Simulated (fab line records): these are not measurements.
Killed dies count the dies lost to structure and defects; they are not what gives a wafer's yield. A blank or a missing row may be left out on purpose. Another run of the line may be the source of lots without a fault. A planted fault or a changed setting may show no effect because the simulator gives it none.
Chamber matching || flow nand harc || rie diel-12 running NHARC_A_CONTACT_ETCH_90: 4 sister chambers
The step etches the open film in CH3F/O2, target depth 40 nm, time 85.7 s. 14 wafers are shown with their chamber, then 7 later ones without.

## EACH WAFER AND ITS CHAMBER
{"wafer": "L403.2", "chamber": 2, "showerhead plenum p Torr (Torr)": 2.37, "drypump motor current A (A)": 5.86, "rf vpp V (V)": 242.8}
{"wafer": "L403.5", "chamber": 2, "showerhead plenum p Torr (Torr)": 2.37, "drypump motor current A (A)": 5.87, "rf vpp V (V)": 242.3}
{"wafer": "L403.6", "chamber": 0, "showerhead plenum p Torr (Torr)": 2.57, "drypump motor current A (A)": 5.54, "rf vpp V (V)": 244.7}
{"wafer": "L418.3", "chamber": 2, "showerhead plenum p Torr (Torr)": 2.36, "drypump motor current A (A)": 5.88, "rf vpp V (V)": 244.3}
{"wafer": "L418.4", "chamber": 3, "showerhead plenum p Torr (Torr)": 2.36, "drypump motor current A (A)": 5.39, "rf vpp V (V)": 242.8}
{"wafer": "L418.6", "chamber": 1, "showerhead plenum p Torr (Torr)": 2.43, "drypump motor current A (A)": 5.78, "rf vpp V (V)": 243.5}
{"wafer": "L417.1", "chamber": 3, "showerhead plenum p Torr (Torr)": 2.36, "drypump motor current A (A)": 5.44, "rf vpp V (V)": 241.8}
{"wafer": "L417.4", "chamber": 2, "showerhead plenum p Torr (Torr)": 2.36, "drypump motor current A (A)": 5.85, "rf vpp V (V)": 243.2}
{"wafer": "L417.6", "chamber": 3, "showerhead plenum p Torr (Torr)": 2.36, "drypump motor current A (A)": 5.41, "rf vpp V (V)": 242.8}
{"wafer": "L419.2", "chamber": 1, "showerhead plenum p Torr (Torr)": 2.43, "drypump motor current A (A)": 5.81, "rf vpp V (V)": 244.0}
{"wafer": "L419.4", "chamber": 2, "showerhead plenum p Torr (Torr)": 2.36, "drypump motor current A (A)": 5.87, "rf vpp V (V)": 242.3}
{"wafer": "L419.5", "chamber": 1, "showerhead plenum p Torr (Torr)": 2.43, "drypump motor current A (A)": 5.78, "rf vpp V (V)": 243.9}
{"wafer": "L421.1", "chamber": 1, "showerhead plenum p Torr (Torr)": 2.43, "drypump motor current A (A)": 5.81, "rf vpp V (V)": 244.1}
{"wafer": "L421.3", "chamber": 3, "showerhead plenum p Torr (Torr)": 2.36, "drypump motor current A (A)": 5.46, "rf vpp V (V)": 244.0}

SIGNATURES, as means of the wafers listed above
{"reading": "showerhead plenum p Torr", "chamber 0": 2.5700, "chamber 1": 2.4300, "chamber 2": 2.3640, "chamber 3": 2.3600, "scatter within a chamber": 0.00346}
{"reading": "drypump motor current A", "chamber 0": 5.5400, "chamber 1": 5.7950, "chamber 2": 5.8660, "chamber 3": 5.4250, "scatter within a chamber": 0.0208}
{"reading": "rf vpp V", "chamber 0": 244.700, "chamber 1": 243.875, "chamber 2": 242.980, "chamber 3": 242.850, "scatter within a chamber": 0.734}
Rule: distance of a wafer from a chamber = root of the sum over the readings of ((wafer's reading minus chamber's mean) / reading's scatter) squared. If the next closest chamber is less than 2 further off than the closest, the wafer can't be placed; otherwise it belongs to the closest. The scatter: take each reading less its chamber's mean, square it, sum over the shown wafers, divide by the number of wafers less the number of chambers, and take the root.

## WAFERS WHOSE CHAMBER IS MISSING
{"wafer": "L421.6", "showerhead plenum p Torr (Torr)": 2.56, "drypump motor current A (A)": 5.53, "rf vpp V (V)": 244.9}
{"wafer": "L424.2", "showerhead plenum p Torr (Torr)": 2.36, "drypump motor current A (A)": 5.88, "rf vpp V (V)": 242.6}
{"wafer": "L424.3", "showerhead plenum p Torr (Torr)": 2.56, "drypump motor current A (A)": 5.52, "rf vpp V (V)": 244.6}
{"wafer": "L424.6", "showerhead plenum p Torr (Torr)": 2.43, "drypump motor current A (A)": 5.75, "rf vpp V (V)": 244.0}
{"wafer": "L425.2", "showerhead plenum p Torr (Torr)": 2.36, "drypump motor current A (A)": 5.86, "rf vpp V (V)": 243.9}
{"wafer": "L425.3", "showerhead plenum p Torr (Torr)": 2.56, "drypump motor current A (A)": 5.51, "rf vpp V (V)": 245.6}
{"wafer": "L425.4", "showerhead plenum p Torr (Torr)": 2.43, "drypump motor current A (A)": 5.80, "rf vpp V (V)": 243.5}

## WHICH CHAMBER EACH WENT THROUGH
{"wafer": "L421.6", "from the rows above": 0, "in truth": 0}
{"wafer": "L424.2", "from the rows above": 2, "in truth": 2}
{"wafer": "L424.3", "from the rows above": 0, "in truth": 0}
{"wafer": "L424.6", "from the rows above": 1, "in truth": 1}
{"wafer": "L425.2", "from the rows above": 2, "in truth": 2}
{"wafer": "L425.3", "from the rows above": 0, "in truth": 0}
{"wafer": "L425.4", "from the rows above": 1, "in truth": 1}
Placed correctly: 7 of 7. From these rows, 0 cannot be placed. 0 placed wrongly.
